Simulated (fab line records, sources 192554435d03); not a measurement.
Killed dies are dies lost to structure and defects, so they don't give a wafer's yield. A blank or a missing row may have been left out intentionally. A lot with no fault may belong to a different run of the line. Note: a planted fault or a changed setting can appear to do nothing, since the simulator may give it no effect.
fab line records + flow n5Finfet
[record]
- lots = 8
- wafers = 24
- lastDay = 17
route steps=1938 shown FIN_SAQP@99 BEOL_M4@1111
lots untouched by any fault: they come from a run of this same line in which no faults occurred
startH: the number of hours between the record's first day and the start of the first shown wafer of the lot + waitH: how many hours have passed since the lot's step before this one + " the same as in the row above + L1.1+2: one row covering several wafers at once + - value missing, or start not given + * or withheld: withheld + < > ~ a bound
route shown NAME@n: names a module that has steps shown in the file, with the first one's number in the route + usual: mean and standard deviation over wafers with no fault + same: alike in all rows + chamber/n: place in a boat + sites: each site's reading + _std_site: their standard deviation + _edge_site: mean of outer sites minus mean of inner sites + radiusMm: how far each site lies from the wafer's centre + mask NAME#n: copy n + behind: the last tool/chamber to shape the wafer + hold: reason for holding the lot/hours on hold/outcome of the hold + device: names the non-switching transistor (n, p or np) + end of line: at the end of the route, the tests of the same wafers + a step given without rows: its recipe and nothing more + killed: at the first sort, the dies lost to defects and structure; wafer yield is something else + map: a wafer's dies, x killed, . not, _ none there
set.NAME: the setting the step ran with; set.NAME@STEP: the setting that earlier step ran with + model.NAME: the simulator's own value behind a step, which no gauge read
a sample of lots followed through the steps of the route, with each step as a table and each wafer as a row
services: when a tool's chamber went out of use (startH, in hours from the record's first day, below 0 if earlier), for how many hours, and the reason
[[steps]]
[step N5_FIN_SAQP_PECVD_48]
[recipe]
- material = SiNx
- targetThkA = 250
- tempC = 400
- precursor = SiH4/NH3/N2
- pressureTorr = 1.5
- rfW = 300
- timeS = 22.1
[usual]
- heaterPowerW = 777/91
- showerheadPlenumPTorr = 5.16/0.067
- showerheadVppV = 1048/57
- throttleValvePct = 40.3/2.4
| lot.wafer | tool     | chamber | startH | waitH | heaterPowerW | showerheadPlenumPTorr | showerheadVppV | sinceWetCleanH | throttleValvePct |
|-----------|----------|---------|--------|-------|--------------|-----------------------|----------------|----------------|------------------|
| L631.2    | pecvd-01 | 1       | 32.69  | 0.0   | 892          | 5.12                  | 1019           | 1824           | 45.4             |
| L631.3    | "        | 0       | "      | "     | 827          | 5.10                  | 988            | 1099           | 39.9             |
| L631.5    | "        | 1       | "      | "     | 899          | 5.12                  | 1020           | -              | 45.7             |
| L641.1    | pecvd-01 | 1       | 93.51  | 0.0   | 837          | 5.13                  | 1027           | 1885           | 45.3             |
| L641.3    | "        | 2       | "      | "     | 745          | 5.12                  | 1138           | 371            | 37.8             |
| L641.4    | "        | 0       | "      | "     | 797          | 5.10                  | 1002           | -              | 39.8             |
| L642.4    | pecvd-03 | 1       | 100.50 | 0.0   | 869          | 5.30                  | 1035           | -              | 37.4             |
| L642.5    | "        | 0       | "      | "     | 800          | 5.09                  | 1075           | -              | 40.3             |
| L642.6    | "        | 2       | "      | "     | 746          | 5.19                  | 920            | -              | 38.7             |
| L646.2    | pecvd-03 | 1       | 123.16 | 0.0   | 782          | 5.30                  | 1009           | 1552           | 37.5             |
| L646.3    | "        | 2       | "      | "     | 733          | 5.18                  | 946            | 73             | 39.0             |
| L646.5    | "        | 2       | "      | "     | 747          | 5.19                  | 943            | -              | 39.1             |
| L647.4    | pecvd-03 | 0       | 129.48 | 0.0   | 702          | 5.09                  | 1050           | -              | 40.0             |
| L647.5    | "        | 1       | "      | "     | 846          | 5.29                  | 1025           | -              | 37.6             |
| L647.6    | "        | 2       | "      | "     | 813          | 5.18                  | 934            | -              | 39.1             |
| L649.1    | pecvd-04 | 2       | 142.07 | 0.0   | 757          | 5.16                  | 1097           | 2115           | 40.6             |
| L649.4    | "        | 2       | "      | "     | 599          | 5.18                  | 1102           | -              | 40.9             |
| L649.6    | "        | 0       | "      | "     | 601          | 5.17                  | 1101           | -              | 43.6             |
| L650.1    | pecvd-01 | 2       | 147.62 | 0.0   | 716          | 5.12                  | 1119           | 425            | 37.6             |
| L650.3    | "        | 0       | "      | "     | 882          | 5.10                  | 1033           | -              | 39.6             |
| L650.4    | "        | 2       | "      | "     | 726          | 5.11                  | 1126           | -              | 37.7             |
| L651.1    | pecvd-03 | 1       | 153.11 | 0.0   | 821          | 5.29                  | 1027           | 1582           | 37.7             |
| L651.3    | "        | 0       | "      | "     | 770          | 5.10                  | 1065           | 857            | 40.2             |
| L651.5    | "        | 2       | "      | "     | 783          | 5.18                  | 923            | -              | 39.0             |
[step N5_FIN_SAQP_HM_DEP_72]
[recipe]
- material = SiO2
- targetThkA = 120
- tempC = 400
- precursor = SiH4/N2O
- pressureTorr = 0.75
- rfW = 275
- timeS = 7.2
[usual]
- heaterPowerW = 775/100
- showerheadPlenumPTorr = 8.20/0.13
- showerheadVppV = 1011/51
| lot.wafer | tool     | chamber | startH | waitH | heaterPowerW | showerheadPlenumPTorr | showerheadVppV | sinceWetCleanH |
|-----------|----------|---------|--------|-------|--------------|-----------------------|----------------|----------------|
| L631.2    | pecvd-04 | 2       | 32.86  | 0.0   | 707          | 8.23                  | 1048           | 2005           |
| L631.3    | "        | 0       | "      | "     | 652          | 8.25                  | 1044           | 555            |
| L631.5    | "        | 0       | "      | "     | 661          | 8.20                  | 1028           | -              |
| L641.1    | pecvd-04 | 1       | 93.68  | 0.0   | 922          | 8.29                  | 1045           | 1341           |
| L641.3    | "        | 2       | "      | "     | 674          | 8.21                  | 1040           | 2066           |
| L641.4    | "        | 1       | "      | "     | 909          | 8.28                  | 1047           | -              |
| L642.4    | pecvd-04 | 2       | 100.67 | 0.1   | 698          | 8.21                  | 1038           | -              |
| L642.5    | "        | 0       | "      | "     | 549          | 8.20                  | 1059           | -              |
| L642.6    | "        | 1       | "      | "     | 936          | 8.28                  | 1047           | -              |
| L646.2    | pecvd-01 | 2       | 123.32 | 0.0   | 679          | 8.12                  | 1082           | 401            |
| L646.3    | "        | 0       | "      | "     | 905          | 8.06                  | 935            | 1190           |
| L646.5    | "        | 1       | "      | "     | 964          | 8.12                  | 963            | -              |
| L647.4    | pecvd-01 | 1       | 129.65 | 0.1   | 840          | 8.10                  | 982            | -              |
| L647.5    | "        | 0       | "      | "     | 849          | 8.04                  | 965            | -              |
| L647.6    | "        | 2       | "      | "     | 793          | 8.11                  | 1092           | -              |
| L649.1    | pecvd-03 | 1       | 142.23 | 0.0   | 781          | 8.46                  | 988            | 1571           |
| L649.4    | "        | 2       | "      | "     | 803          | 8.22                  | 896            | -              |
| L649.6    | "        | 0       | "      | "     | 751          | 8.06                  | 1030           | -              |
| L650.1    | pecvd-04 | 1       | 147.83 | 0.0   | 777          | 8.30                  | 1051           | 1395           |
| L650.3    | "        | 0       | "      | "     | 577          | 8.22                  | 1034           | 670            |
| L650.4    | "        | 2       | "      | "     | 715          | 8.19                  | 1052           | -              |
| L651.1    | pecvd-04 | 1       | 153.27 | 0.0   | 820          | 8.28                  | 1040           | 1401           |
| L651.3    | "        | 0       | "      | "     | 591          | 8.21                  | 1045           | 676            |
| L651.5    | "        | 0       | "      | "     | 572          | 8.21                  | 1039           | -              |
[step N5_FIN_SAQP_ETCH_57]
[recipe]
- chemistry = CH3F/O2
- target = SiNx
- maskMaterial = SiO2
- targetDepthA = 325
- timeS = 46.4
- pressureMtorr = 30
- sourceW = 395
- biasW = 73
- Ar_flow_sccm = 150
- CH3F_flow_sccm = 30
- O2_flow_sccm = 20
- ionEnergyEv = 120
- ends = cleared
[usual]
- O2_flow_sccm = 20.00/0.063
- chamberPressureMTorr = 30.00/0.031
- drypumpMotorCurrentA = 5.7/0.51
- etchRfOnTimeS = 46.1/1.2
- oes_ar_750_au = 0.77/0.077
- oesProductAu = 0.66/0.068
- rfVppV = 297/5.6
- showerheadPlenumPTorr = 1.98/0.075
- throttleValvePct = 16.43/0.18
| lot.wafer | tool       | chamber | startH | waitH | O2_flow_sccm | chamberPressureMTorr | drypumpMotorCurrentA | etchRfOnTimeS | oes_ar_750_au | oesProductAu | rfHoursCounterH | rfVppV | showerheadPlenumPTorr | throttleValvePct |
|-----------|------------|---------|--------|-------|--------------|----------------------|----------------------|---------------|---------------|--------------|-----------------|--------|-----------------------|------------------|
| L631.2    | rieDiel-04 | 2       | 35.35  | 0.0   | 20.05        | 30.00                | 4.9                  | 47.1          | 0.74          | 0.63         | 157             | 304    | 2.09                  | 16.42            |
| L631.3    | "          | 0       | "      | "     | 20.02        | 30.00                | 6.0                  | 45.4          | 0.80          | 0.67         | 93              | 296    | 2.11                  | 16.39            |
| L631.5    | "          | 2       | "      | "     | 20.08        | 29.98                | 4.9                  | 47.6          | 0.74          | 0.63         | -               | 304    | 2.09                  | 16.43            |
| L641.1    | rieDiel-06 | 0       | 97.90  | 0.3   | 19.97        | 29.98                | 6.4                  | 45.7          | 0.68          | 0.59         | 219             | 296    | 1.99                  | 16.50            |
| L641.3    | "          | 1       | "      | "     | 20.05        | 30.00                | 5.6                  | 45.6          | 0.76          | 0.65         | 155             | 291    | 1.84                  | 16.54            |
| L641.4    | "          | 1       | "      | "     | 19.98        | 29.97                | 5.6                  | 51.0          | 0.75          | 0.65         | -               | 292    | 1.84                  | 16.52            |
| L642.4    | rieDiel-05 | 0       | 103.24 | 0.0   | 20.05        | 30.00                | 5.8                  | 47.8          | 0.75          | 0.65         | 153             | 302    | 1.99                  | 16.58            |
| L642.5    | "          | 1       | "      | "     | 20.11        | 29.98                | 6.1                  | 46.9          | 0.77          | 0.65         | -               | 288    | 1.89                  | 16.53            |
| L642.6    | "          | 0       | "      | "     | 19.95        | 30.06                | 5.8                  | 48.4          | 0.75          | 0.65         | -               | 301    | 1.99                  | 16.57            |
| L646.2    | rieDiel-05 | 0       | 126.13 | 0.1   | 19.80        | 29.97                | 5.7                  | 46.4          | 0.73          | 0.64         | 162             | 301    | 1.98                  | 16.61            |
| L646.3    | "          | 2       | "      | "     | 20.01        | 30.02                | 6.5                  | 44.8          | 0.80          | 0.70         | 109             | 308    | 2.00                  | 16.17            |
| L646.5    | "          | 0       | "      | "     | 19.88        | 29.99                | 5.7                  | 47.0          | 0.75          | 0.64         | -               | 300    | 1.98                  | 16.59            |
| L647.4    | rieDiel-06 | 3       | 133.56 | 0.2   | 20.01        | 30.00                | 5.1                  | 46.2          | 0.96          | 0.84         | -               | 299    | 1.97                  | 16.11            |
| L647.5    | "          | 1       | "      | "     | 20.01        | 29.99                | 5.6                  | 46.5          | 0.74          | 0.64         | -               | 293    | 1.84                  | 16.57            |
| L647.6    | "          | 2       | "      | "     | 20.01        | 29.97                | 5.6                  | 45.3          | 0.94          | 0.81         | -               | 298    | 2.03                  | 16.00            |
| L649.1    | rieDiel-06 | 2       | 145.44 | 0.0   | 19.97        | 30.00                | 5.6                  | 44.3          | 0.92          | 0.80         | 16              | 299    | 2.03                  | 16.00            |
| L649.4    | "          | 1       | "      | "     | 19.98        | 30.03                | 5.6                  | 46.0          | 0.74          | 0.63         | -               | 293    | 1.84                  | 16.57            |
| L649.6    | "          | 2       | "      | "     | 19.97        | 30.01                | 5.6                  | 45.1          | 0.92          | 0.80         | -               | 299    | 2.03                  | 15.99            |
| L650.1    | rieDiel-04 | 1       | 150.65 | 0.0   | 20.01        | 30.20                | 5.8                  | 45.1          | 0.90          | 0.77         | 31              | 287    | 2.05                  | 16.50            |
| L650.3    | "          | 3       | "      | "     | 19.86        | 30.02                | 4.9                  | 45.1          | 0.74          | 0.64         | 149             | 300    | 1.93                  | 16.59            |
| L650.4    | "          | 0       | "      | "     | 20.02        | 30.02                | 6.0                  | 45.2          | 0.76          | 0.65         | 134             | 293    | 2.09                  | 16.47            |
| L651.1    | rieDiel-04 | 2       | 156.24 | 0.3   | 20.00        | 29.97                | 4.8                  | 48.5          | 0.71          | 0.60         | 194             | 304    | 2.08                  | 16.50            |
| L651.3    | "          | 3       | "      | "     | 19.87        | 30.01                | 4.9                  | 46.6          | 0.74          | 0.62         | 151             | 297    | 1.92                  | 16.60            |
| L651.5    | "          | 0       | "      | "     | 19.92        | 30.04                | 6.1                  | 47.6          | 0.76          | 0.64         | -               | 293    | 2.09                  | 16.45            |
[step N5_FIN_SAQP_RECESS_71]
[recipe]
- chemistry = HF/NH3
- target = SiO2
- targetDepthA = 30
- afsCycles = 1
- tempC = 30
- sublimationTempC = 180
- sublimationTimeS = 60
[usual]
- drypumpMotorCurrentA = 5.6/0.66
- forelinePTorr = 0.1281/0.0005
| lot.wafer | tool         | chamber | startH | waitH | drypumpMotorCurrentA | forelinePTorr |
|-----------|--------------|---------|--------|-------|----------------------|---------------|
| L631.2    | vaporEtch-01 | 1       | 36.18  | 0.0   | 6.5                  | 0.1285        |
| L631.3    | "            | 1       | "      | "     | 6.6                  | 0.1291        |
| L631.5    | "            | 1       | "      | "     | 6.6                  | 0.1282        |
| L641.1    | vaporEtch-01 | 1       | 99.07  | 0.3   | 6.6                  | 0.1282        |
| L641.3    | "            | 0       | "      | "     | 4.8                  | 0.1282        |
| L641.4    | "            | 1       | "      | "     | 6.6                  | 0.1284        |
| L642.4    | vaporEtch-02 | 0       | 104.13 | 0.1   | 5.2                  | 0.1277        |
| L642.5    | "            | 0       | "      | "     | 5.1                  | 0.1281        |
| L642.6    | "            | 1       | "      | "     | 6.0                  | 0.1278        |
| L646.2    | vaporEtch-02 | 1       | 126.96 | 0.0   | 6.0                  | 0.1275        |
| L646.3    | "            | 1       | "      | "     | 6.0                  | 0.1276        |
| L646.5    | "            | 0       | "      | "     | 5.1                  | 0.1277        |
| L647.4    | vaporEtch-01 | 0       | 134.39 | 0.1   | 4.8                  | 0.1279        |
| L647.5    | "            | 1       | "      | "     | 6.5                  | 0.1273        |
| L647.6    | "            | 0       | "      | "     | 4.8                  | 0.1274        |
| L649.1    | vaporEtch-01 | 1       | 146.39 | 0.0   | 6.5                  | 0.1280        |
| L649.4    | "            | 0       | "      | "     | 4.8                  | 0.1283        |
| L649.6    | "            | 1       | "      | "     | 6.5                  | 0.1272        |
| L650.1    | vaporEtch-02 | 1       | 151.60 | 0.0   | 6.0                  | 0.1277        |
| L650.3    | "            | 0       | "      | "     | 5.2                  | 0.1285        |
| L650.4    | "            | 1       | "      | "     | 6.0                  | 0.1282        |
| L651.1    | vaporEtch-01 | 0       | 157.08 | 0.0   | 4.8                  | 0.1284        |
| L651.3    | "            | 0       | "      | "     | 4.8                  | 0.1280        |
| L651.5    | "            | 1       | "      | "     | 6.5                  | 0.1278        |
[step N5_FIN_SAQP_HM_OPEN_33]
[recipe]
- chemistry = CH3F/O2
- target = SiNx
- maskMaterial = SiO2
- targetDepthA = 494
- timeS = 70.6
- pressureMtorr = 30
- sourceW = 395
- biasW = 73
- Ar_flow_sccm = 150
- CH3F_flow_sccm = 30
- O2_flow_sccm = 20
- ionEnergyEv = 120
- ends = cleared
[usual]
- O2_flow_sccm = 20.00/0.055
- chamberPressureMTorr = 29.997/0.028
- drypumpMotorCurrentA = 5.6/0.53
- etchRfOnTimeS = 69.1/1.6
- oes_ar_750_au = 0.78/0.076
- oesProductAu = 0.66/0.064
- rfVppV = 297/6.4
- showerheadPlenumPTorr = 2.00/0.074
- throttleValvePct = 16.45/0.16
| lot.wafer | tool       | chamber | startH | waitH | O2_flow_sccm | chamberPressureMTorr | drypumpMotorCurrentA | etchRfOnTimeS | oes_ar_750_au | oesProductAu | rfHoursCounterH | rfVppV | showerheadPlenumPTorr | throttleValvePct |
|-----------|------------|---------|--------|-------|--------------|----------------------|----------------------|---------------|---------------|--------------|-----------------|--------|-----------------------|------------------|
| L631.2    | rieDiel-04 | 3       | 37.90  | 0.0   | 19.93        | 29.942               | 4.9                  | 68.0          | 0.77          | 0.67         | 108             | 299    | 1.94                  | 16.51            |
| L631.3    | "          | 2       | "      | "     | 20.00        | 29.988               | 4.8                  | 71.8          | 0.73          | 0.63         | 158             | 305    | 2.09                  | 16.40            |
| L631.5    | "          | 3       | "      | "     | 19.98        | 30.006               | 4.9                  | 69.0          | 0.77          | 0.67         | -               | 298    | 1.94                  | 16.50            |
| L641.1    | rieDiel-05 | 3       | 99.85  | 0.0   | 19.91        | 30.002               | 5.4                  | 66.4          | 0.79          | 0.68         | 138             | 303    | 2.01                  | 16.37            |
| L641.3    | "          | 1       | "      | "     | 19.95        | 29.939               | 6.1                  | 66.9          | 0.77          | 0.65         | 168             | 289    | 1.89                  | 16.52            |
| L641.4    | "          | 2       | "      | "     | 19.93        | 30.008               | 6.5                  | 66.9          | 0.82          | 0.72         | 99              | 308    | 2.00                  | 16.15            |
| L642.4    | rieDiel-04 | 0       | 105.61 | 0.0   | 20.00        | 29.984               | 6.0                  | 69.6          | 0.77          | 0.66         | 116             | 297    | 2.10                  | 16.42            |
| L642.5    | "          | 2       | "      | "     | 19.99        | 30.007               | 4.9                  | 71.6          | 0.72          | 0.62         | -               | 305    | 2.08                  | 16.46            |
| L642.6    | "          | 1       | "      | "     | 19.98        | 30.007               | 5.8                  | 69.3          | 0.95          | 0.80         | -               | 287    | 2.05                  | 16.48            |
| L646.2    | rieDiel-05 | 0       | 127.70 | 0.1   | 20.06        | 29.992               | 5.8                  | 69.7          | 0.75          | 0.64         | 163             | 301    | 1.98                  | 16.60            |
| L646.3    | "          | 1       | "      | "     | 20.06        | 29.996               | 6.1                  | 66.9          | 0.76          | 0.64         | 179             | 287    | 1.89                  | 16.55            |
| L646.5    | "          | 3       | "      | "     | 20.05        | 29.986               | 5.4                  | 67.0          | 0.78          | 0.67         | -               | 303    | 2.00                  | 16.38            |
| L647.4    | rieDiel-04 | 3       | 135.10 | 0.1   | 19.98        | 30.011               | 4.9                  | 71.4          | 0.75          | 0.64         | -               | 297    | 1.93                  | 16.59            |
| L647.5    | "          | 1       | "      | "     | 20.13        | 29.973               | 5.8                  | 70.4          | 0.92          | 0.77         | -               | 286    | 2.05                  | 16.49            |
| L647.6    | "          | 0       | "      | "     | 20.11        | 30.059               | 6.0                  | 71.4          | 0.77          | 0.64         | -               | 294    | 2.10                  | 16.45            |
| L649.1    | rieDiel-05 | 0       | 147.29 | 0.1   | 19.93        | 30.039               | 5.7                  | 69.7          | 0.74          | 0.64         | 170             | 300    | 1.98                  | 16.60            |
| L649.4    | "          | 3       | "      | "     | 20.14        | 30.052               | 5.4                  | 68.5          | 0.78          | 0.66         | 156             | 302    | 2.00                  | 16.39            |
| L649.6    | "          | 0       | "      | "     | 20.03        | 29.958               | 5.7                  | 69.9          | 0.74          | 0.63         | -               | 301    | 1.98                  | 16.59            |
| L650.1    | rieDiel-04 | 1       | 152.52 | 0.0   | 19.96        | 29.988               | 5.8                  | 69.6          | 0.91          | 0.76         | 32              | 286    | 2.05                  | 16.52            |
| L650.3    | "          | 3       | "      | "     | 19.97        | 29.971               | 4.9                  | 69.2          | 0.74          | 0.63         | 149             | 298    | 1.93                  | 16.61            |
| L650.4    | "          | 0       | "      | "     | 19.99        | 29.980               | 6.1                  | 70.0          | 0.75          | 0.64         | 134             | 294    | 2.09                  | 16.48            |
| L651.1    | rieDiel-05 | 0       | 157.97 | 0.2   | 20.05        | 29.953               | 5.7                  | 68.7          | 0.74          | 0.63         | 174             | 300    | 1.98                  | 16.61            |
| L651.3    | "          | 2       | "      | "     | 20.01        | 29.992               | 6.5                  | 67.6          | 0.79          | 0.68         | 122             | 308    | 1.99                  | 16.17            |
| L651.5    | "          | 3       | "      | "     | 19.98        | 30.001               | 5.4                  | 68.3          | 0.77          | 0.65         | -               | 304    | 2.00                  | 16.40            |
[step N5_BEOL_M4_RC_MEAS_101]
[usual]
- DIBL_N = 35.9/1.9
- DIBL_P = 35.8/2.4
- IOFF_N = 0.15/0.031
- IOFF_P = 0.21/0.037
- ION_N = 672/13
- ION_P = 462/8.3
- SS_N = 71.5/0.72
- SS_P = 73.2/0.67
- VT_N = 250/3.4
- VT_P = -250/3.4
| lot.wafer | tool      | chamber | startH | waitH | DIBL_N[mV/V] | DIBL_P[mV/V] | IOFF_N[nA/um] | IOFF_P[nA/um] | ION_N[uA/um] | ION_P[uA/um] | SS_N[mV/dec] | SS_P[mV/dec] | VT_N[mV] | VT_P[mV] |
|-----------|-----------|---------|--------|-------|--------------|--------------|---------------|---------------|--------------|--------------|--------------|--------------|----------|----------|
| L631.2    | prober-02 | 0       | 184.98 | 0.2   | 32.8         | 33.2         | 0.11          | 0.14          | 650          | 452          | 70.8         | 72.9         | 255      | -258     |
| L631.3    | "         | 0       | "      | "     | 33.6         | 34.1         | 0.11          | 0.14          | 640          | 435          | 70.8         | 73.1         | 259      | -259     |
| L631.5    | "         | 0       | "      | "     | 32.4         | 32.9         | 0.10          | 0.13          | 651          | 444          | 70.5         | 72.6         | 258      | -258     |
| L642.4    | prober-01 | 0       | 245.17 | 0.5   | 36.8         | 38.0         | 0.17          | 0.24          | 676          | 465          | 71.6         | 73.1         | 249      | -245     |
| L642.5    | "         | 0       | "      | "     | 35.0         | 35.3         | 0.14          | 0.20          | 655          | 459          | 71.8         | 73.2         | 253      | -247     |
| L642.6    | "         | 0       | "      | "     | 34.6         | 36.1         | 0.14          | 0.21          | 679          | 470          | 71.0         | 73.0         | 249      | -246     |
| L641.1    | prober-01 | 0       | 253.06 | 0.0   | 38.2         | 38.1         | 0.20          | 0.28          | 686          | 473          | 71.8         | 74.0         | 245      | -246     |
| L641.3    | "         | 0       | "      | "     | 34.0         | 32.7         | 0.13          | 0.19          | 665          | 461          | 70.9         | 72.1         | 251      | -249     |
| L641.4    | "         | 0       | "      | "     | 36.5         | 35.6         | 0.17          | 0.24          | 675          | 469          | 70.3         | 73.5         | 250      | -246     |
| L646.2    | prober-02 | 0       | 261.13 | 0.2   | 39.6         | 39.5         | 0.21          | 0.29          | 684          | 476          | 71.4         | 74.8         | 243      | -247     |
| L646.3    | "         | 0       | "      | "     | 38.2         | 36.9         | 0.18          | 0.24          | 682          | 469          | 72.2         | 73.5         | 247      | -251     |
| L646.5    | "         | 0       | "      | "     | 36.8         | 36.1         | 0.16          | 0.22          | 674          | 464          | 71.6         | 73.5         | 248      | -249     |
| L647.4    | prober-01 | 0       | 287.27 | 0.5   | 35.1         | 33.9         | 0.13          | 0.17          | 674          | 463          | 71.7         | 72.8         | 254      | -256     |
| L647.5    | "         | 0       | "      | "     | 38.3         | 38.0         | 0.18          | 0.23          | 693          | 480          | 71.4         | 73.7         | 250      | -249     |
| L647.6    | "         | 0       | "      | "     | 37.1         | 36.6         | 0.16          | 0.20          | 674          | 455          | 72.0         | 73.1         | 251      | -253     |
| L649.1    | prober-01 | 0       | 295.81 | 0.0   | 37.3         | 37.4         | 0.19          | 0.26          | 682          | 470          | 71.5         | 73.0         | 244      | -246     |
| L649.4    | "         | 0       | "      | "     | 35.4         | 36.2         | 0.16          | 0.23          | 676          | 472          | 70.8         | 73.6         | 247      | -248     |
| L649.6    | "         | 0       | "      | "     | 35.8         | 35.8         | 0.17          | 0.23          | 688          | 471          | 70.9         | 72.9         | 247      | -248     |
| L651.1    | prober-01 | 0       | 310.02 | 0.0   | 38.1         | 39.6         | 0.19          | 0.26          | 677          | 462          | 72.5         | 74.5         | 246      | -246     |
| L651.3    | "         | 0       | "      | "     | 37.9         | 38.2         | 0.18          | 0.23          | 696          | 474          | 72.1         | 74.2         | 249      | -248     |
| L651.5    | "         | 0       | "      | "     | 35.8         | 37.0         | 0.15          | 0.20          | 674          | 464          | 71.2         | 74.0         | 251      | -251     |
| L650.1    | prober-02 | 0       | 310.27 | 0.0   | 36.2         | 39.0         | 0.16          | 0.23          | 667          | 459          | 71.7         | 73.3         | 252      | -248     |
| L650.3    | "         | 0       | "      | "     | 37.0         | 39.4         | 0.16          | 0.22          | 662          | 451          | 71.6         | 73.5         | 249      | -250     |
| L650.4    | "         | 0       | "      | "     | 35.5         | 37.0         | 0.14          | 0.19          | 672          | 461          | 71.8         | 73.1         | 252      | -250     |
[[services]]
| tool       | chamber | startH | hours | kind                         |
|------------|---------|--------|-------|------------------------------|
| rieDiel-05 | -       | 12.04  | 2.8   | pm                           |
| rieDiel-04 | -       | 19.21  | 10.4  | repair                       |
| pecvd-03   | 2       | 21.32  | -     | clean                        |
| pecvd-03   | 2       | 21.32  | -     | consumableReplace:showerhead |
| pecvd-03   | 2       | 21.32  | 29.0  | scheduledDown                |
| pecvd-03   | 2       | 21.32  | 29.0  | ventCycle                    |
| pecvd-01   | 2       | 42.19  | -     | calibration                  |
| rieDiel-04 | 1       | 45.42  | -     | clean                        |
| rieDiel-04 | 1       | 45.42  | -     | consumableReplace:focusRing  |
| rieDiel-04 | 1       | 45.42  | 15.9  | scheduledDown                |
| rieDiel-04 | 1       | 45.42  | 15.9  | ventCycle                    |
| pecvd-03   | 2       | 54.06  | 10.9  | repair                       |
| rieDiel-05 | 3       | 71.28  | 7.9   | repair                       |
| rieDiel-04 | -       | 74.60  | 3.1   | repair                       |
| rieDiel-06 | 0       | 82.55  | 4.1   | repair                       |
| pecvd-03   | -       | 85.89  | 2.8   | pm                           |
| rieDiel-06 | 2       | 88.38  | -     | clean                        |
| rieDiel-06 | 2       | 88.38  | -     | consumableReplace:focusRing  |
| rieDiel-05 | 1       | 93.73  | 1.5   | repair                       |
| pecvd-01   | 2       | 97.93  | 2.1   | scheduledDown                |
| pecvd-01   | -       | 118.04 | 1.3   | repair                       |
| rieDiel-05 | -       | 130.49 | 0.3   | repair                       |
| pecvd-01   | 1       | 132.42 | 29.7  | repair                       |
| pecvd-04   | 0       | 154.02 | 4.6   | repair                       |
[[key]]
[firstSign]
- step = N5_FIN_SAQP_ETCH_57
- reading = etchRfOnTimeS
- direction = up
- sigmas = 4.2
- usual = *
- struck = *
effect none on later readings
metAt N5_FIN_SAQP_PECVD_48
struckLots L641
struckWafers L641.4
notActingAt N5_FIN_SAQP_HM_DEP_72,N5_FIN_SAQP_RECESS_71,N5_FIN_SAQP_HM_OPEN_33
onsetBetween 32.69 93.51
[fault]
- kind = processParameterDrift
- tool = pecvd-01
- chamber = 0
- onsetH = 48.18
- steps = N5_FIN_SAQP_PECVD_48
- channel = timeS
- offset = *
- shape = step
- endH = 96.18
- actsIn = *
- stated = *
